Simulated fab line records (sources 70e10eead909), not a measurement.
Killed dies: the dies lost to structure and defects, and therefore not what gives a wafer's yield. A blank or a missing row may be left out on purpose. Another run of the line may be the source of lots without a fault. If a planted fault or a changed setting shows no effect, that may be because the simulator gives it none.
fab line records -- flow nand-harc
[record] lots = 5, wafers = 15, last-day = 25
route steps=1159 shown P_STI@107 P_GATE@110 END@1159
lots that met no fault: taken from a fault-free run of the same line
start-h: start of the lot's first displayed wafer, in hours after the record's first day -- wait-h: hours from the lot's prior step to this one -- " unchanged from the row above -- L1.1+2: one row covering several wafers at once -- - either no value or no given start -- * or withheld: withheld -- < > ~ a bound
route shown NAME@n: a module of which the file shows steps, and the number in the route of the first -- usual: the fault-free wafers' mean and standard deviation -- same: alike in all rows -- chamber/n: place in a boat -- sites: the reading at each site -- _std_site: standard deviation of those values -- _edge_site: outer sites' mean less inner sites' -- radius-mm: how far each site lies from the wafer's centre -- mask NAME#n: copy n -- behind: the most recent tool/chamber to have shaped the wafer -- hold: what put the lot on hold/how long, in hours/how the hold closed -- device: the transistor (n, p or np) that didn't switch -- end of line: tests of these same wafers at the route's end -- a step with no rows: only its recipe -- killed: the dies lost at the first sort to structure and to defects; this is not the yield of the wafer -- map: a wafer's dies, marking killed ones x, the rest . and places with no die _
set.NAME: setting as actually run; set.NAME@STEP: the setting as run at that earlier step -- model.NAME: the simulator's own value behind a step, which no gauge read
a table for each step, a row for each wafer; lots at some steps of the route
services: from which hour (start-h, from the record's first day; less than 0 if before it) a tool's chamber was out of use, for how many hours, and why
[[steps]]
[step NHARC_P_STI_SRD_39]
[step NHARC_P_STI_OXIDE_40]
[recipe] target-thk-a = 100, temp-c = 900, ox-time-s = 1362, material = SiO2
[step NHARC_P_STI_INSPECT_25]
[usual] raw-defect-count = 213/73
lot.wafer,tool,chamber,start-h,wait-h,raw-defect-count
L168.3,defect-inspect-01,-,108.66,0.4,231
L168.4,defect-inspect-01,-,108.66,0.4,293
L168.6,defect-inspect-01,-,108.66,0.4,202
L177.2,defect-inspect-01,-,156.97,0.4,249
L177.3,defect-inspect-01,-,156.97,0.4,237
L177.5,defect-inspect-01,-,156.97,0.4,302
L178.4,defect-inspect-01,-,165.42,0.4,164
L178.5,defect-inspect-01,-,165.42,0.4,169
L178.6,defect-inspect-01,-,165.42,0.4,186
L183.3,defect-inspect-02,-,195.21,0.4,116
L183.4,defect-inspect-02,-,195.21,0.4,195
L183.5,defect-inspect-02,-,195.21,0.4,178
L184.1,defect-inspect-01,-,205.47,0.4,277
L184.2,defect-inspect-01,-,205.47,0.4,111
L184.5,defect-inspect-01,-,205.47,0.4,145
[step NHARC_P_GATE_ETCH_69]
[recipe] target-depth-a = 140, chemistry = dHF, material = SiO2
[step NHARC_P_GATE_PRECLEAN_70]
[recipe] time-s = *, temp-c = 50, bath-age-min = 0, chemistry = SC1
[step NHARC_P_GATE_SRD_01]
[step NHARC_P_GATE_OXIDE_02]
[recipe] target-thk-a = 375, temp-c = 950, p-h2o-torr = 720, ox-time-s = 365, material = SiO2
[step NHARC_P_GATE_DEHYDRATE_03]
[recipe] temp-c = 150, time-s = 120
[step NHARC_P_GATE_HMDS_04]
[recipe] time-s = 30
[step NHARC_P_GATE_COAT_05]
[recipe] spin-rpm = 4690
[step NHARC_P_GATE_SOFTBAKE_06]
[recipe] temp-c = 122, time-s = 95
[step NHARC_P_GATE_EBR_07]
[step NHARC_P_GATE_EXPOSE_08]
[recipe] na = 0.6, dose-mj = 16.75, mask-id = P_HV
[usual] exposure-dose-mJ-cm2 = 16.750/0.017
lot.wafer,tool,chamber,start-h,wait-h,mask,exposure-dose-mJ-cm2
L168.3,krf-scanner-04,0,116.47,-,P_HVPW#0,16.758
L168.4,krf-scanner-04,0,116.47,-,P_HVPW#0,16.725
L168.6,krf-scanner-04,0,116.47,-,P_HVPW#0,16.765
L177.2,krf-scanner-04,0,167.52,-,P_HV#0,16.747
L177.3,krf-scanner-04,0,167.52,-,P_HV#0,16.756
L177.5,krf-scanner-04,0,167.52,-,P_HV#0,16.724
L178.4,krf-scanner-01,0,173.31,-,P_HV#0,16.753
L178.5,krf-scanner-01,0,173.31,-,P_HV#0,16.728
L178.6,krf-scanner-01,0,173.31,-,P_HV#0,16.757
L183.3,krf-scanner-01,0,202.97,-,P_HV#0,16.755
L183.4,krf-scanner-01,0,202.97,-,P_HV#0,16.761
L183.5,krf-scanner-01,0,202.97,-,P_HV#0,16.776
L184.1,krf-scanner-03,0,213.56,-,P_HV#0,16.775
L184.2,krf-scanner-03,0,213.56,-,P_HV#0,16.770
L184.5,krf-scanner-03,0,213.56,-,P_HV#0,16.762
[step NHARC_P_GATE_PEB_09]
[recipe] peb-temp-c = 118, peb-time-s = 85
[step NHARC_P_GATE_DEVELOP_10]
[recipe] time-s = 70
[step NHARC_P_GATE_CD_MEAS_11]
[recipe] target-cd-nm = 1640, landing-energy-ev = 500
[usual] cd-nm = 1640.7/2.4
lot.wafer,tool,chamber,start-h,wait-h,cd-nm
L168.3,cd-sem-02,0,116.63,-,-
L168.4,cd-sem-02,0,116.63,-,-
L168.6,cd-sem-02,0,116.63,-,-
L177.2,cd-sem-01,0,167.67,-,1637.4
L177.3,cd-sem-01,0,167.67,-,1636.7
L177.5,cd-sem-01,0,167.67,-,1639.0
L178.4,cd-sem-01,0,173.45,-,1638.6
L178.5,cd-sem-01,0,173.45,-,1642.6
L178.6,cd-sem-01,0,173.45,-,1640.6
L183.3,cd-sem-01,0,203.12,-,1637.0
L183.4,cd-sem-01,0,203.12,-,1636.8
L183.5,cd-sem-01,0,203.12,-,1638.8
L184.1,cd-sem-01,0,213.71,-,1641.0
L184.2,cd-sem-01,0,213.71,-,1634.2
L184.5,cd-sem-01,0,213.71,-,1643.3
[step NHARC_P_GATE_HARDBAKE_12]
[recipe] temp-c = 125, time-s = 80
[step NHARC_END_SORT_01]
[recipe] temp-c = 25
[usual] killed-at-array = 26/9.1, killed-at-other = 0.7/0.9, killed-at-periphery = 3.6/2.8, killed-dies = 30/9.2, killed-open = 3.0/1.9, killed-short = 2.0/1.4
[same] gross-dies = 677
lot.wafer,tool,chamber,start-h,wait-h,killed-at-array,killed-at-other,killed-at-periphery,killed-dies,killed-open,killed-short
L168.3,prober-02,0,483.33,3.1,21,1,655,677,1,2
L168.4,prober-02,0,484.13,3.4,30,3,644,677,2,0
L168.6,prober-02,0,485.74,4.0,23,2,652,677,4,2
// killed by level:class
L168.3 P_GATE:area-expose=651 A_CHANNEL_HOLE_D1:chamber-film-flake=11 A_STAIRCASE:chamber-film-flake=5 P_STI:chamber-film-flake=2 A_ZERO_WELL:chamber-film-flake=2 P_CONTACT:geometric-particle:short=1 A_SOURCE_PLATE:geometric-particle:open=1 A_ONON_D1:geometric-particle:short=1
L168.4 P_GATE:area-expose=641 A_CHANNEL_HOLE_D1:chamber-film-flake=15 A_STAIRCASE:chamber-film-flake=7 A_ZERO_WELL:chamber-film-flake=3 THIN_TSV:chamber-film-flake=3 P_STI:chamber-film-flake=2 A_ONON_D1:geometric-particle:open=1 A_BLC:geometric-particle:open=1
L168.6 P_GATE:area-expose=649 A_CHANNEL_HOLE_D1:chamber-film-flake=11 A_STAIRCASE:chamber-film-flake=5 A_M0:geometric-particle:open=2 P_STI:chamber-film-flake=2 A_CONTACT:chamber-film-flake=2 THIN_TSV:chamber-film-flake=2 P_M0:geometric-particle:open=1
// map L168.3 (x killed, . not)
____________x____________
_________xxxxxxx_________
_______xxxxxxxxxxx_______
______xxxxxxxxxxxxx______
_____xxxxxxxxxxxxxxx_____
____xxxxxxxxxxxxxxxxx____
____xxxxxxxxxxxxxxxxx____
___xxxxxxxxxxxxxxxxxxx___
___xxxxxxxxxxxxxxxxxxx___
__xxxxxxxxxxxxxxxxxxxxx__
__xxxxxxxxxxxxxxxxxxxxx__
_xxxxxxxxxxxxxxxxxxxxxxx_
_xxxxxxxxxxxxxxxxxxxxxxx_
_xxxxxxxxxxxxxxxxxxxxxxx_
_xxxxxxxxxxxxxxxxxxxxxxx_
_xxxxxxxxxxxxxxxxxxxxxxx_
xxxxxxxxxxxxxxxxxxxxxxxxx
xxxxxxxxxxxxxxxxxxxxxxxxx
xxxxxxxxxxxxxxxxxxxxxxxxx
xxxxxxxxxxxxxxxxxxxxxxxxx
xxxxxxxxxxxxxxxxxxxxxxxxx
_xxxxxxxxxxxxxxxxxxxxxxx_
_xxxxxxxxxxxxxxxxxxxxxxx_
_xxxxxxxxxxxxxxxxxxxxxxx_
_xxxxxxxxxxxxxxxxxxxxxxx_
_xxxxxxxxxxxxxxxxxxxxxxx_
__xxxxxxxxxxxxxxxxxxxxx__
__xxxxxxxxxxxxxxxxxxxxx__
___xxxxxxxxxxxxxxxxxxx___
___xxxxxxxxxxxxxxxxxxx___
____xxxxxxxxxxxxxxxxx____
____xxxxxxxxxxxxxxxxx____
_____xxxxxxxxxxxxxxx_____
______xxxxxxxxxxxxx______
_______xxxxxxxxxxx_______
_________xxxxxxx_________
____________x____________
// map L177.3 (x killed, . not)
____________.____________
_________......._________
_______..........._______
______...........x.______
_____..............._____
____.....x.....xx...x____
____....x............____
___..x.x..............___
___x...........x.x...x___
__.....................__
__.x...................__
_xx......x.............._
_x..xx.......x.........._
_.x..x.................._
_..x.x.................._
_x.xx..................._
.xx.xxx................x.
.x...x...................
....x............x.......
.........................
.........................
_...................x..._
_..x.................x.._
_......................._
_..................x...._
_..x.............x......_
__.................x...__
__.................x...__
___...............x..x___
___...................___
____.................____
____.................____
_____..........x...._____
______.............______
_______..........._______
_________......._________
____________.____________
[[services]]
tool,chamber,start-h,hours,kind
krf-scanner-01,0,103.50,-,calibration
krf-scanner-04,-,126.00,4.0,pm
krf-scanner-01,-,133.51,0.7,repair
krf-scanner-03,-,133.60,0.2,repair
krf-scanner-01,-,135.99,4.1,repair
krf-scanner-04,0,145.19,-,calibration
krf-scanner-01,-,150.96,0.6,repair
krf-scanner-01,-,161.36,2.8,repair
krf-scanner-03,-,168.00,4.0,pm
krf-scanner-04,-,182.24,1.3,repair
[[key]]
[first-sign] step = NHARC_P_GATE_EXPOSE_08, reading = mask, direction = changed
[effect] step = NHARC_P_GATE_CD_MEAS_11, reading = cd-nm, direction = missing
[effect] step = NHARC_END_SORT_01, reading = killed-at-periphery, direction = up, sigmas = 99+, usual = 3.6, struck = 650.3
[more-kills-born-at] NHARC_P_GATE_EXPOSE_08@krf-scanner-04 = 1941
met-at NHARC_P_GATE_EXPOSE_08
struck-wafers L168.3,L168.4,L168.6
later-rows-left-out L168.3,L168.4,L168.6
tester-left-out L168
[fault] kind = wrong-mask, tool = any, chamber = -, onset-h = 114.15, steps = NHARC_P_GATE_EXPOSE_08, aux-copy = P_HVPW#0, scope = struck-lots-only
// tester-left-out: of these lots the tester's yield and bins aren't shown, on N5 and GAA mostly nor the transistor test; their killed dies are dies lost to structure and defects alone, not to doping, threshold or leakage, so they don't give the yield
// later-rows-left-out: the simulator's readings of these wafers behind a module that went badly wrong aren't trusted and aren't shown, but for the sort
